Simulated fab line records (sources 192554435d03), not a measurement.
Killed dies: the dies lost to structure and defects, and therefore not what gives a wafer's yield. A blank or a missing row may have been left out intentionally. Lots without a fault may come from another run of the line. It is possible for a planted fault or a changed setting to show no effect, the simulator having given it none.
fab line records	flow n5_finfet
[record] lots = 24	wafers = 72	last_day = 17
route steps=1938 shown BEOL_M10@1492 BEOL_M11@1557
lots with no fault: from the same line, run without faults
start_h: the number of hours between the record's first day and the start of the first shown wafer of the lot	wait_h: hours since the lot's step before	" as in the row above	L1.1+2: several wafers, shown together as one row	- no value, or no start was given	* or withheld: withheld	< > ~ a bound
route shown NAME@n: NAME is a module with steps in the file, n the number in the route of the first one	usual: mean and standard deviation over wafers with no fault	same: alike in all rows	chamber/n: place in a boat	sites: each site's reading	_std_site: standard deviation of those values	_edge_site: outer sites' mean less inner sites'	radius_mm: how far each site lies from the wafer's centre	mask NAME#n: copy n	behind: the most recent tool/chamber to have shaped the wafer	hold: why the lot was held/for how many hours/how that ended	device: names the non-switching transistor (n, p or np)	end of line: the same wafers' tests at the end of the route	a step with no rows: only its recipe	killed: count of dies lost to structure and defects at first sort (not the wafer's yield)	map: per-die view of a wafer (x killed, . not killed, _ where there is no die)
set.NAME: the setting the step ran with; set.NAME@STEP: the setting that earlier step ran with	model.NAME: the simulator's own value behind a step, which no gauge read
route steps across a sampled set of lots; one table per step, one row per wafer
services: the hour from which a tool's chamber was out of use, counted from the record's first day as start_h (under 0 if before that day), plus the number of hours and why
[[steps]]
[step N5_BEOL_M10_STRIP_19]
[recipe] chemistry = O2	power_w = 400	temp_c = 40	pressure_mtorr = 30	rf_frequency_hz = 6e+07	bias_power_w = 0	overash_fraction = 0.2	o2_flow_sccm = 225
[usual] drypump_motor_current_A = 5.7/0.49	oes_product_au = 0.80/0.069	rf_vpp_V = 3.6/0.57	showerhead_plenum_p_Torr = 2.07/0.047	throttle_valve_pct = 16.70/0.21
lot.wafer	tool	chamber	start_h	wait_h	drypump_motor_current_A	oes_product_au	rf_hours_counter_h	rf_vpp_V	showerhead_plenum_p_Torr	throttle_valve_pct
L074.2	rie_diel-04	3	218.75	0.1	6.0	0.91	37	3.5	2.05	16.39
L074.3	"	1	"	"	5.4	0.86	67	4.3	2.14	16.78
L074.4	"	2	"	"	5.3	0.90	31	2.5	2.07	16.52
L075.4	rie_diel-01	2	218.89	0.1	5.3	0.75	148	3.5	2.17	16.70
L075.5	"	0	"	"	6.3	0.76	-	3.2	2.11	16.75
L075.6	"	3	"	"	6.0	0.79	-	3.3	2.09	16.68
L076.2	rie_diel-01	3	232.18	0.1	6.0	0.78	116	4.6	2.09	16.70
L076.3	"	0	"	"	6.3	0.75	157	3.5	2.11	16.79
L076.6	"	2	"	"	5.3	0.75	-	3.3	2.17	16.69
L078.2	rie_diel-05	2	232.44	0.1	6.7	0.71	203	3.4	2.06	17.11
L078.3	"	0	"	"	5.1	0.84	82	3.5	2.03	16.51
L078.4	"	0	"	"	5.1	0.83	-	4.4	2.03	16.50
L077.3	rie_diel-05	2	239.94	0.1	6.7	0.72	206	3.6	2.06	17.08
L077.5	"	2	"	"	6.7	0.71	-	4.1	2.06	17.08
L077.6	"	3	"	"	5.0	0.91	-	4.2	2.04	16.47
L079.1	rie_diel-04	3	243.24	0.1	6.0	0.88	44	4.0	2.05	16.41
L079.2	"	1	"	"	5.5	0.83	75	3.3	2.14	16.75
L079.6	"	3	"	"	6.0	0.89	-	3.7	2.05	16.42
L080.1	rie_diel-04	3	243.36	0.1	6.0	0.89	44	4.3	2.05	16.41
L080.3	"	1	"	"	5.4	0.83	75	4.3	2.14	16.80
L080.4	"	1	"	"	5.5	0.84	-	2.7	2.14	16.77
L081.1	rie_diel-05	0	247.20	0.1	5.1	0.83	88	3.5	2.03	16.52
L081.3	"	1	"	"	5.8	0.84	75	3.3	2.06	16.79
L081.6	"	2	"	"	6.7	0.71	-	2.9	2.05	17.10
L083.1	rie_diel-04	0	266.94	0.1	5.9	0.75	158	4.6	2.00	16.61
L083.4	"	2	"	"	5.4	0.87	43	3.3	2.06	16.53
L083.5	"	2	"	"	5.4	0.88	-	3.7	2.06	16.56
L082.1	rie_diel-01	2	267.07	0.1	5.3	0.72	166	3.8	2.16	16.71
L082.3	"	0	"	"	6.3	0.74	170	3.9	2.11	16.80
L082.4	"	3	"	"	6.0	0.77	-	3.5	2.08	16.73
L084.2	rie_diel-01	2	267.33	0.1	5.3	0.74	166	4.0	2.16	16.74
L084.3	"	0	"	"	6.3	0.74	170	3.1	2.11	16.78
L084.6	"	2	"	"	5.3	0.73	-	3.2	2.16	16.73
L085.2	rie_diel-01	3	273.63	0.2	6.0	0.77	131	3.6	2.08	16.73
L085.4	"	2	"	"	5.3	0.73	-	4.5	2.16	16.76
L085.5	"	3	"	"	6.0	0.78	-	3.8	2.08	16.72
L086.2	rie_diel-04	3	273.76	0.1	6.0	0.88	57	4.0	2.04	16.45
L086.3	"	0	"	"	5.9	0.76	160	3.5	2.00	16.60
L086.6	"	0	"	"	5.9	0.75	-	2.2	2.00	16.61
L087.3	rie_diel-05	0	292.16	0.1	5.1	0.82	103	3.6	2.02	16.55
L087.5	"	2	"	"	6.7	0.69	-	4.3	2.05	17.13
L087.6	"	3	"	"	5.0	0.88	-	3.8	2.03	16.53
L089.1	rie_diel-04	1	292.43	0.2	5.4	0.83	97	4.9	2.13	16.82
L089.2	"	3	"	"	6.0	0.87	64	4.3	2.04	16.41
L089.3	"	2	"	"	5.3	0.87	51	3.6	2.06	16.54
L088.1	rie_diel-05	3	302.51	0.2	5.0	0.87	70	4.1	2.03	16.54
L088.5	"	1	"	"	5.8	0.81	-	3.7	2.05	16.85
L088.6	"	0	"	"	5.1	0.82	-	3.9	2.02	16.56
L091.2	rie_diel-04	1	311.06	0.2	5.4	0.82	103	3.0	2.13	16.82
L091.5	"	3	"	"	6.0	0.85	-	3.5	2.04	16.45
L091.6	"	0	"	"	5.9	0.74	-	3.6	1.99	16.65
L090.1	rie_diel-05	0	311.52	0.1	5.1	0.81	112	4.1	2.02	16.56
L090.3	"	3	"	"	5.0	0.86	74	3.5	2.03	16.53
L090.5	"	0	"	"	5.1	0.82	-	3.5	2.02	16.55
L093.2	rie_diel-01	3	323.50	0.1	6.0	0.75	151	3.5	2.08	16.77
L093.3	"	0	"	"	6.3	0.72	194	3.2	2.10	16.84
L093.4	"	0	"	"	6.3	0.71	-	2.6	2.10	16.84
L092.1	rie_diel-04	1	327.69	0.1	5.4	0.81	108	4.4	2.13	16.83
L092.2	"	2	"	"	5.4	0.84	64	3.4	2.06	16.58
L092.4	"	0	"	"	5.9	0.74	178	4.2	1.99	16.67
L095.2	rie_diel-01	3	334.76	0.1	6.0	0.76	154	4.0	2.07	16.78
L095.5	"	3	"	"	5.9	0.76	-	3.6	2.07	16.77
L095.6	"	2	"	"	5.3	0.71	-	3.7	2.15	16.78
L094.3	rie_diel-05	2	339.05	0.1	6.7	0.69	240	3.4	2.04	17.17
L094.4	"	3	"	"	5.0	0.85	81	3.8	2.03	16.52
L094.6	"	0	"	"	5.1	0.80	-	4.0	2.01	16.58
L096.4	rie_diel-04	0	345.07	0.1	5.9	0.74	184	4.4	1.99	16.65
L096.5	"	0	"	"	5.9	0.73	-	4.4	1.99	16.66
L096.6	"	3	"	"	6.0	0.84	-	3.9	2.03	16.50
L097.2	rie_diel-01	0	357.61	0.1	6.3	0.71	206	3.7	2.09	16.87
L097.4	"	1	"	"	5.7	0.91	23	4.9	2.07	16.96
L097.6	"	3	"	"	6.0	0.74	-	2.8	2.07	16.78
[step N5_BEOL_M10_SPUTTER_48]
[recipe] material = Cu	target_thk_a = 120	temp_c = -20	bias_v = 60	power_w = 26000	chamber_pressure_pa = 0.13	time_s = 2
[usual] throttle_valve_pct = 29.7/1.1
[same] time_s = 2
lot.wafer	tool	chamber	start_h	wait_h	throttle_valve_pct
L074.2	pvd_sputter-01	-	223.38	0.6	29.3
L074.3	"	-	"	"	29.3
L074.4	"	-	"	"	31.8
L075.4	pvd_sputter-01	-	223.66	0.1	28.6
L075.5	"	-	"	"	29.6
L075.6	"	-	"	"	29.2
L076.2	pvd_sputter-01	-	237.16	0.4	28.6
L076.3	"	-	"	"	32.0
L076.6	"	-	"	"	29.7
L078.2	pvd_sputter-02	-	238.18	0.1	30.2
L078.3	"	-	"	"	30.7
L078.4	"	-	"	"	30.1
L077.3	pvd_sputter-01	-	243.07	0.1	32.2
L077.5	"	-	"	"	28.4
L077.6	"	-	"	"	32.0
L080.1	pvd_sputter-03	-	246.72	0.1	30.1
L080.3	"	-	"	"	30.7
L080.4	"	-	"	"	28.7
L079.1	pvd_sputter-03	-	247.32	0.1	30.4
L079.2	"	-	"	"	28.8
L079.6	"	-	"	"	30.2
L081.1	pvd_sputter-03	-	250.87	0.1	28.9
L081.3	"	-	"	"	30.2
L081.6	"	-	"	"	28.6
L083.1	pvd_sputter-01	-	270.76	0.1	29.0
L083.4	"	-	"	"	29.3
L083.5	"	-	"	"	29.2
L082.1	pvd_sputter-01	-	270.84	0.2	29.4
L082.3	"	-	"	"	29.4
L082.4	"	-	"	"	31.9
L084.2	pvd_sputter-01	-	271.28	0.1	32.0
L084.3	"	-	"	"	29.7
L084.6	"	-	"	"	29.6
L085.2	pvd_sputter-01	-	276.52	0.1	29.7
L085.4	"	-	"	"	28.4
L085.5	"	-	"	"	29.4
L086.2	pvd_sputter-02	-	277.23	0.2	30.1
L086.3	"	-	"	"	28.1
L086.6	"	-	"	"	30.4
L089.1	pvd_sputter-03	-	297.68	0.6	28.5
L089.2	"	-	"	"	30.5
L089.3	"	-	"	"	28.6
L087.3	pvd_sputter-02	-	297.69	0.5	28.5
L087.5	"	-	"	"	29.8
L087.6	"	-	"	"	30.1
L088.1	pvd_sputter-01	-	306.88	0.1	29.5
L088.5	"	-	"	"	29.3
L088.6	"	-	"	"	29.6
L090.1	pvd_sputter-03	-	314.94	0.1	28.6
L090.3	"	-	"	"	30.9
L090.5	"	-	"	"	28.7
L091.2	pvd_sputter-02	-	315.05	0.1	30.2
L091.5	"	-	"	"	30.4
L091.6	"	-	"	"	30.3
L093.2	pvd_sputter-03	-	329.15	0.1	30.7
L093.3	"	-	"	"	29.0
L093.4	"	-	"	"	29.9
L092.1	pvd_sputter-03	-	331.31	0.1	30.7
L092.2	"	-	"	"	28.8
L092.4	"	-	"	"	30.0
L095.2	pvd_sputter-01	-	337.75	0.2	28.4
L095.5	"	-	"	"	29.6
L095.6	"	-	"	"	28.3
L094.3	pvd_sputter-01	-	341.82	0.2	31.8
L094.4	"	-	"	"	28.6
L094.6	"	-	"	"	29.0
L096.4	pvd_sputter-02	-	347.44	0.1	30.1
L096.5	"	-	"	"	30.3
L096.6	"	-	"	"	28.0
L097.2	pvd_sputter-03	-	360.34	0.1	30.7
L097.4	"	-	"	"	28.5
L097.6	"	-	"	"	30.2
[step N5_BEOL_M11_HM_OPEN_17]
[recipe] chemistry = Cl2/BCl3	target_depth_a = 200	overetch_a = 60	target = TiN	mask_material = SOC	ion_energy_ev = 150	pressure_mtorr = 10	icp_w = 1000	bias_w = 126	Cl2_flow_sccm = 53.25	bcl3_flow_sccm = 21.75	Ar_flow_sccm = 25
[usual] drypump_motor_current_A = 5.86/0.24	he_backside_leak_sccm = 3.4/0.34	oes_product_au = 0.67/0.062	throttle_valve_pct = 22.26/0.2
lot.wafer	tool	chamber	start_h	wait_h	drypump_motor_current_A	he_backside_leak_sccm	oes_product_au	rf_hours_counter_h	throttle_valve_pct
L074.2	rie_metal-02	0	227.90	0.0	6.05	3.3	0.62	63	22.03
L074.3	"	0	"	"	6.06	3.1	0.63	-	22.03
L074.4	"	1	"	"	5.67	3.5	0.52	-	22.96
L075.4	rie_metal-03	1	227.99	0.1	5.55	3.7	0.69	-	22.21
L075.5	"	0	"	"	5.78	3.3	0.69	-	22.23
L075.6	"	1	"	"	5.59	3.6	0.69	-	22.19
L076.2	rie_metal-03	0	240.37	0.0	5.76	3.4	0.68	28	22.25
L076.3	"	1	"	"	5.59	3.6	0.67	-	22.20
L076.6	"	1	"	"	5.57	3.4	0.68	-	22.21
L078.2	rie_metal-02	1	243.05	0.0	5.65	3.7	0.51	120	22.96
L078.3	"	1	"	"	5.67	3.6	0.52	-	22.96
L078.4	"	0	"	"	6.04	3.2	0.61	-	22.03
L077.3	rie_metal-03	0	246.60	0.1	5.78	3.5	0.68	-	22.25
L077.5	"	0	"	"	5.80	3.5	0.68	-	22.25
L077.6	"	1	"	"	5.60	3.6	0.68	-	22.20
L080.1	rie_metal-01	0	249.92	0.0	6.30	3.5	0.72	21	22.31
L080.3	"	1	"	"	6.05	3.2	0.65	-	22.12
L080.4	"	0	"	"	6.30	3.3	0.72	-	22.28
L079.1	rie_metal-03	1	251.43	0.0	5.57	3.5	0.68	35	22.22
L079.2	"	0	"	"	5.79	3.6	0.68	29	22.25
L079.6	"	0	"	"	5.79	3.6	0.68	-	22.25
L081.1	rie_metal-01	0	255.01	0.0	6.30	3.6	0.71	21	22.29
L081.3	"	1	"	"	6.00	3.4	0.64	-	22.13
L081.6	"	0	"	"	6.31	3.6	0.71	-	22.31
L083.1	rie_metal-02	1	273.43	0.0	5.65	3.2	0.80	1	22.47
L083.4	"	1	"	"	5.67	3.4	0.80	-	22.46
L083.5	"	0	"	"	6.05	3.4	0.61	-	22.05
L082.1	rie_metal-02	0	273.67	0.0	6.04	3.2	0.62	69	22.03
L082.3	"	0	"	"	6.02	3.4	0.61	-	22.05
L082.4	"	1	"	"	5.66	3.3	0.82	-	22.46
L084.2	rie_metal-01	0	275.87	0.0	6.32	3.6	0.71	23	22.31
L084.3	"	0	"	"	6.32	3.7	0.71	-	22.30
L084.6	"	1	"	"	6.05	3.0	0.63	-	22.13
L085.2	rie_metal-02	1	279.07	0.0	5.66	3.6	0.81	1	22.45
L085.4	"	1	"	"	5.67	3.4	0.81	-	22.46
L085.5	"	0	"	"	6.08	3.2	0.62	-	22.03
L086.2	rie_metal-01	1	281.57	0.0	6.01	3.2	0.63	56	22.14
L086.3	"	1	"	"	6.01	3.1	0.63	-	22.12
L086.6	"	0	"	"	6.31	3.6	0.70	-	22.30
L089.1	rie_metal-03	1	301.05	0.0	5.57	3.8	0.67	41	22.22
L089.2	"	0	"	"	5.78	3.3	0.66	34	22.28
L089.3	"	0	"	"	5.81	3.5	0.66	-	22.26
L087.3	rie_metal-03	1	301.66	0.1	5.53	3.4	0.66	-	22.22
L087.5	"	0	"	"	5.78	3.4	0.66	-	22.26
L087.6	"	1	"	"	5.55	3.6	0.66	-	22.22
L088.1	rie_metal-01	0	310.48	0.0	6.30	3.5	0.69	26	22.32
L088.5	"	1	"	"	6.00	3.1	0.63	-	22.12
L088.6	"	0	"	"	6.32	3.7	0.69	-	22.32
L090.1	rie_metal-02	1	318.55	0.0	5.67	3.4	0.76	6	22.48
L090.3	"	0	"	"	5.98	3.3	0.61	-	22.05
L090.5	"	1	"	"	5.66	3.2	0.77	-	22.47
L091.2	rie_metal-03	1	319.78	0.0	5.58	3.8	0.66	43	22.24
L091.5	"	1	"	"	5.57	3.8	0.66	-	22.21
L091.6	"	0	"	"	5.78	3.6	0.66	-	22.28
L093.2	rie_metal-03	1	332.63	0.0	5.58	3.6	0.66	43	22.25
L093.3	"	1	"	"	5.57	3.4	0.65	-	22.24
L093.4	"	0	"	"	5.79	3.4	0.65	-	22.28
L092.1	rie_metal-02	0	335.80	0.0	6.03	3.2	0.60	73	22.07
L092.2	"	1	"	"	5.65	3.3	0.74	7	22.50
L092.4	"	0	"	"	6.02	3.3	0.60	-	22.05
L095.2	rie_metal-02	1	341.44	0.0	5.66	3.5	0.76	8	22.48
L095.5	"	1	"	"	5.69	3.4	0.75	-	22.49
L095.6	"	0	"	"	6.04	3.2	0.60	-	22.03
L094.3	rie_metal-03	0	345.29	0.1	5.78	3.5	0.65	-	22.29
L094.4	"	1	"	"	5.58	3.8	0.65	-	22.25
L094.6	"	1	"	"	5.56	3.8	0.64	-	22.24
L096.4	rie_metal-02	0	350.94	0.1	6.04	3.1	0.60	-	22.06
L096.5	"	1	"	"	5.66	3.7	0.74	-	22.49
L096.6	"	0	"	"	6.06	3.0	0.60	-	22.07
L097.2	rie_metal-01	0	365.81	0.0	6.29	3.8	0.68	31	22.32
L097.4	"	0	"	"	6.30	3.6	0.68	-	22.33
L097.6	"	0	"	"	6.31	3.8	0.68	-	22.35
[step N5_BEOL_M11_CD_MEAS_18]
[recipe] pitch_nm = 140	target_cd_nm = 70
[usual] cd_nm = 70.0/1.1
lot.wafer	tool	chamber	start_h	wait_h	cd_nm
L074.2	cd_sem-02	-	228.08	0.1	70.6
L074.3	"	-	"	"	68.7
L074.4	"	-	"	"	69.5
L075.4	cd_sem-03	-	228.15	0.1	70.3
L075.5	"	-	"	"	69.7
L075.6	"	-	"	"	69.1
L076.2	cd_sem-02	-	240.55	0.1	69.1
L076.3	"	-	"	"	68.5
L076.6	"	-	"	"	70.6
L078.2	cd_sem-01	-	243.23	0.1	68.5
L078.3	"	-	"	"	69.2
L078.4	"	-	"	"	69.6
L077.3	cd_sem-03	-	246.75	0.1	71.9
L077.5	"	-	"	"	70.3
L077.6	"	-	"	"	72.4
L080.1	cd_sem-01	-	250.28	0.0	71.5
L080.3	"	-	"	"	70.6
L080.4	"	-	"	"	71.3
L079.1	cd_sem-03	-	251.63	0.0	70.9
L079.2	"	-	"	"	70.3
L079.6	"	-	"	"	70.5
L081.1	cd_sem-03	-	255.19	0.0	70.7
L081.3	"	-	"	"	70.3
L081.6	"	-	"	"	71.6
L083.1	cd_sem-03	-	273.62	0.0	71.1
L083.4	"	-	"	"	71.3
L083.5	"	-	"	"	70.9
L082.1	cd_sem-01	-	273.85	0.0	70.7
L082.3	"	-	"	"	70.8
L082.4	"	-	"	"	71.0
L084.2	cd_sem-03	-	276.05	0.1	69.2
L084.3	"	-	"	"	69.2
L084.6	"	-	"	"	69.9
L085.2	cd_sem-02	-	279.32	0.1	69.1
L085.4	"	-	"	"	68.7
L085.5	"	-	"	"	70.3
L086.2	cd_sem-03	-	282.11	0.1	70.7
L086.3	"	-	"	"	71.8
L086.6	"	-	"	"	70.6
L089.1	cd_sem-02	-	301.39	0.0	70.8
L089.2	"	-	"	"	69.7
L089.3	"	-	"	"	70.1
L087.3	cd_sem-03	-	301.86	0.1	72.0
L087.5	"	-	"	"	72.1
L087.6	"	-	"	"	70.6
L088.1	cd_sem-03	-	310.66	0.0	70.3
L088.5	"	-	"	"	69.8
L088.6	"	-	"	"	70.2
L090.1	cd_sem-02	-	318.77	0.0	70.1
L090.3	"	-	"	"	69.1
L090.5	"	-	"	"	68.5
L091.2	cd_sem-03	-	319.96	0.1	68.5
L091.5	"	-	"	"	70.5
L091.6	"	-	"	"	68.3
L093.2	cd_sem-02	-	332.81	0.1	71.7
L093.3	"	-	"	"	71.5
L093.4	"	-	"	"	70.6
L092.1	cd_sem-01	-	336.00	0.0	70.5
L092.2	"	-	"	"	68.3
L092.4	"	-	"	"	69.3
L095.2	cd_sem-01	-	341.63	0.1	68.2
L095.5	"	-	"	"	69.6
L095.6	"	-	"	"	70.3
L094.3	cd_sem-03	-	345.44	0.1	68.4
L094.4	"	-	"	"	70.0
L094.6	"	-	"	"	69.0
L096.4	cd_sem-01	-	351.10	0.1	69.6
L096.5	"	-	"	"	68.9
L096.6	"	-	"	"	69.2
L097.2	cd_sem-02	-	366.02	0.1	68.5
L097.4	"	-	"	"	69.8
L097.6	"	-	"	"	69.5
[step N5_BEOL_M11_CD_MEAS_28]
[recipe] target_cd_nm = 70	landing_energy_ev = 500	detector = se_inlens	polarity = opening
[usual] cd_nm = 70.7/1.3
lot.wafer	tool	chamber	start_h	wait_h	cd_nm
L075.4	cd_sem-03	0	229.98	-	71.5
L075.5	"	0	"	"	72.6
L075.6	"	0	"	"	70.2
L074.2	cd_sem-03	0	230.15	-	71.8
L074.3	"	0	"	"	71.6
L074.4	"	0	"	"	70.3
L076.2	cd_sem-01	0	241.49	-	69.1
L076.3	"	0	"	"	69.8
L076.6	"	0	"	"	69.6
L078.2	cd_sem-02	0	244.83	-	71.2
L078.3	"	0	"	"	72.2
L078.4	"	0	"	"	72.0
L077.3	cd_sem-01	0	247.49	-	68.5
L077.5	"	0	"	"	70.0
L077.6	"	0	"	"	68.7
L080.1	cd_sem-01	0	250.56	-	71.7
L080.3	"	0	"	"	69.8
L080.4	"	0	"	"	72.4
L079.1	cd_sem-01	0	253.79	-	71.1
L079.2	"	0	"	"	71.8
L079.6	"	0	"	"	72.4
L081.1	cd_sem-03	0	255.62	-	70.9
L081.3	"	0	"	"	71.3
L081.6	"	0	"	"	72.7
L083.1	cd_sem-03	0	274.26	-	71.1
L083.4	"	0	"	"	71.4
L083.5	"	0	"	"	70.1
L082.1	cd_sem-03	0	274.43	-	68.8
L082.3	"	0	"	"	71.2
L082.4	"	0	"	"	71.4
L084.2	cd_sem-02	0	276.46	-	73.7
L084.3	"	0	"	"	73.3
L084.6	"	0	"	"	72.5
L085.2	cd_sem-01	0	279.81	-	72.0
L085.4	"	0	"	"	70.8
L085.5	"	0	"	"	71.0
L086.2	cd_sem-02	0	282.70	-	69.3
L086.3	"	0	"	"	71.5
L086.6	"	0	"	"	69.7
L089.1	cd_sem-02	0	301.70	-	69.8
L089.2	"	0	"	"	71.2
L089.3	"	0	"	"	69.2
L087.3	cd_sem-01	0	305.14	-	70.3
L087.5	"	0	"	"	69.6
L087.6	"	0	"	"	69.0
L088.1	cd_sem-01	0	312.47	-	70.1
L088.5	"	0	"	"	69.3
L088.6	"	0	"	"	70.7
L090.1	cd_sem-02	0	322.04	-	72.5
L090.3	"	0	"	"	72.1
L090.5	"	0	"	"	71.8
L091.2	cd_sem-03	0	322.20	-	70.8
L091.5	"	0	"	"	72.5
L091.6	"	0	"	"	72.4
L093.2	cd_sem-03	0	333.26	-	71.6
L093.3	"	0	"	"	71.8
L093.4	"	0	"	"	71.5
L092.1	cd_sem-02	0	336.36	-	71.9
L092.2	"	0	"	"	72.4
L092.4	"	0	"	"	72.0
L095.2	cd_sem-01	0	342.05	-	70.7
L095.5	"	0	"	"	69.5
L095.6	"	0	"	"	71.4
L094.3	cd_sem-01	0	345.87	-	69.7
L094.4	"	0	"	"	67.4
L094.6	"	0	"	"	71.0
L096.4	cd_sem-03	0	351.69	-	70.0
L096.5	"	0	"	"	68.9
L096.6	"	0	"	"	68.5
L097.2	cd_sem-01	0	367.60	-	69.6
L097.4	"	0	"	"	70.5
L097.6	"	0	"	"	71.2
[step N5_BEOL_M11_ETCH_65]
[recipe] chemistry = CF4	target = SiARC	target_depth_a = 390	mask_material = CAR-ArF	time_s = 65	ion_energy_ev = 80	pressure_mtorr = 40	source_w = 545	bias_w = 36	Ar_flow_sccm = 100	cf4_flow_sccm = 100	ends = cleared
[usual] drypump_motor_current_A = 5.6/0.52	etch_rf_on_time_s = 66.5/1.6	oes_product_au = 0.68/0.076	rf_vpp_V = 184.1/1.4	showerhead_plenum_p_Torr = 2.14/0.097	throttle_valve_pct = 15.64/0.25
lot.wafer	tool	chamber	start_h	wait_h	drypump_motor_current_A	etch_rf_on_time_s	oes_product_au	rf_hours_counter_h	rf_vpp_V	showerhead_plenum_p_Torr	throttle_valve_pct
L075.4	rie_diel-02	3	230.09	0.0	6.0	69.2	0.77	15	185.9	2.20	15.30
L075.5	"	2	"	"	5.6	68.1	0.69	-	184.2	2.07	15.56
L075.6	"	1	"	"	5.5	67.9	0.57	-	183.4	2.11	16.11
L074.2	rie_diel-02	1	230.62	0.0	5.5	67.1	0.57	246	183.2	2.11	16.09
L074.3	"	2	"	"	5.6	67.0	0.70	90	181.9	2.07	15.56
L074.4	"	3	"	"	6.0	68.3	0.78	16	183.7	2.20	15.30
L076.2	rie_diel-02	0	241.62	0.0	5.7	65.5	0.62	158	183.6	1.99	15.98
L076.3	"	2	"	"	5.7	66.8	0.69	94	183.9	2.07	15.57
L076.6	"	0	"	"	5.7	66.0	0.63	-	180.5	1.99	15.96
L078.2	rie_diel-03	2	245.25	0.0	5.3	67.3	0.69	70	183.3	2.07	15.63
L078.3	"	1	"	"	5.0	67.4	0.70	54	184.6	2.26	15.35
L078.4	"	2	"	"	5.3	67.4	0.69	-	182.9	2.07	15.63
L077.3	rie_diel-06	3	247.61	0.0	4.7	63.9	0.70	112	184.8	2.13	15.64
L077.5	"	0	"	"	6.2	66.4	0.59	-	181.9	2.04	16.19
L077.6	"	1	"	"	5.4	63.7	0.67	-	184.8	2.26	15.60
L080.1	rie_diel-03	2	250.69	0.0	5.3	67.5	0.69	72	184.8	2.07	15.66
L080.3	"	3	"	"	6.4	67.4	0.57	261	181.8	2.02	15.79
L080.4	"	1	"	"	5.0	66.9	0.71	-	185.6	2.26	15.36
L079.1	rie_diel-02	3	253.92	0.0	6.0	68.7	0.76	23	184.3	2.20	15.33
L079.2	"	0	"	"	5.7	66.4	0.62	163	182.5	1.99	15.97
L079.6	"	3	"	"	6.0	68.9	0.76	-	184.6	2.20	15.31
L081.1	rie_diel-06	2	255.74	0.0	4.7	69.6	0.57	248	182.9	2.12	16.01
L081.3	"	1	"	"	5.4	63.1	0.67	121	184.9	2.25	15.60
L081.6	"	3	"	"	4.8	63.3	0.70	-	184.1	2.13	15.64
L083.1	rie_diel-02	3	274.39	0.0	6.0	69.3	0.75	31	184.7	2.19	15.34
L083.4	"	1	"	"	5.4	67.7	0.78	4	183.4	2.11	15.56
L083.5	"	3	"	"	6.0	69.4	0.75	-	186.0	2.19	15.34
L082.1	rie_diel-06	1	274.56	0.0	5.4	62.4	0.68	129	184.4	2.25	15.60
L082.3	"	3	"	"	4.7	63.6	0.68	124	186.0	2.13	15.64
L082.4	"	3	"	"	4.7	64.4	0.69	-	182.9	2.13	15.66
L084.2	rie_diel-03	1	276.58	0.0	5.1	65.9	0.70	67	186.3	2.26	15.36
L084.3	"	3	"	"	6.5	64.8	0.85	1	185.9	2.28	15.27
L084.6	"	2	"	"	5.3	66.0	0.68	-	183.0	2.07	15.66
L085.2	rie_diel-02	1	279.93	0.0	5.4	67.4	0.79	5	184.3	2.11	15.59
L085.4	"	1	"	"	5.4	67.6	0.79	-	184.3	2.11	15.58
L085.5	"	2	"	"	5.6	66.4	0.69	-	182.9	2.06	15.57
L086.2	rie_diel-03	2	282.83	0.0	5.2	67.5	0.67	86	182.8	2.06	15.68
L086.3	"	0	"	"	5.9	67.0	0.58	218	184.0	2.22	15.71
L086.6	"	3	"	"	6.5	65.7	0.84	-	184.6	2.28	15.27
L089.1	rie_diel-06	1	301.88	0.0	5.4	63.9	0.66	142	184.2	2.25	15.64
L089.2	"	2	"	"	4.7	68.6	0.79	7	184.0	2.12	15.49
L089.3	"	2	"	"	4.7	68.5	0.80	-	183.5	2.12	15.49
L087.3	rie_diel-03	2	305.26	0.0	5.3	66.9	0.67	93	185.0	2.06	15.67
L087.5	"	3	"	"	6.5	65.1	0.82	-	186.0	2.27	15.29
L087.6	"	2	"	"	5.2	66.5	0.68	-	183.5	2.06	15.68
L088.1	rie_diel-06	0	312.59	0.0	6.2	63.8	0.84	2	186.3	2.29	15.72
L088.5	"	0	"	"	6.2	64.0	0.84	-	186.8	2.29	15.71
L088.6	"	1	"	"	5.4	63.4	0.65	-	184.1	2.25	15.63
L090.1	rie_diel-03	0	322.30	0.0	6.0	66.0	0.58	231	184.3	2.21	15.70
L090.3	"	2	"	"	5.3	66.2	0.67	97	183.2	2.06	15.69
L090.5	"	1	"	"	5.0	66.0	0.69	-	185.9	2.25	15.39
L091.2	rie_diel-02	2	322.40	0.0	5.7	66.7	0.67	125	183.3	2.06	15.63
L091.5	"	1	"	"	5.5	67.1	0.75	-	181.6	2.10	15.62
L091.6	"	3	"	"	6.0	69.6	0.74	-	186.1	2.19	15.36
L093.2	rie_diel-02	1	333.72	0.0	5.5	66.5	0.75	23	185.6	2.10	15.61
L093.3	"	3	"	"	6.0	69.3	0.74	40	185.0	2.19	15.34
L093.4	"	2	"	"	5.7	65.2	0.67	128	183.6	2.06	15.63
L092.1	rie_diel-06	3	336.60	0.0	4.8	65.0	0.67	137	184.7	2.13	15.68
L092.2	"	1	"	"	5.4	63.3	0.65	147	183.8	2.25	15.64
L092.4	"	2	"	"	4.8	68.9	0.76	19	183.2	2.11	15.54
L095.2	rie_diel-02	1	342.17	0.0	5.5	67.0	0.75	26	184.2	2.10	15.63
L095.5	"	0	"	"	5.7	67.2	0.59	-	181.5	1.98	16.04
L095.6	"	3	"	"	6.0	69.4	0.73	-	185.3	2.19	15.36
L094.3	rie_diel-03	3	346.13	0.0	6.5	65.2	0.78	24	186.6	2.27	15.31
L094.4	"	2	"	"	5.2	67.0	0.66	104	183.4	2.06	15.69
L094.6	"	0	"	"	5.9	66.7	0.57	-	184.0	2.21	15.74
L096.4	rie_diel-03	3	351.81	0.0	6.5	65.6	0.78	25	185.8	2.27	15.33
L096.5	"	0	"	"	6.0	66.9	0.56	-	185.5	2.21	15.74
L096.6	"	1	"	"	5.0	67.0	0.67	-	185.8	2.25	15.41
L097.2	rie_diel-03	2	367.84	0.0	5.3	67.0	0.65	112	183.4	2.06	15.73
L097.4	"	2	"	"	5.2	66.8	0.66	-	183.6	2.06	15.73
L097.6	"	2	"	"	5.3	66.4	0.66	-	183.7	2.06	15.72
[[services]]
tool	chamber	start_h	hours	kind
rie_diel-05	1	230.89	5.4	repair
rie_diel-04	2	242.38	12.5	repair
rie_diel-02	1	245.26	-	clean
rie_diel-02	1	245.26	-	consumable_replace:focus_ring
rie_diel-02	1	245.26	17.8	scheduled_down
rie_diel-03	0	274.83	3.8	repair
rie_diel-06	3	276.39	6.5	repair
rie_diel-02	3	277.39	11.6	repair
rie_metal-02	0	288.25	18.7	repair
rie_diel-06	3	289.56	18.8	repair
rie_diel-02	3	297.64	18.1	repair
rie_diel-05	2	298.44	8.7	repair
rie_diel-02	1	303.65	4.8	repair
rie_diel-06	1	313.27	20.2	repair
rie_diel-01	2	319.59	4.7	repair
rie_diel-02	0	320.60	12.9	repair
rie_diel-05	3	327.61	10.9	repair
rie_diel-03	2	336.02	2.5	repair
rie_diel-01	-	342.20	0.2	repair
rie_metal-03	-	350.90	0.3	repair
rie_diel-03	1	354.76	13.3	repair
rie_diel-05	-	357.67	2.8	pm
rie_metal-01	-	360.14	0.3	repair
rie_diel-03	0	362.06	14.1	repair
[[key]]
fault none
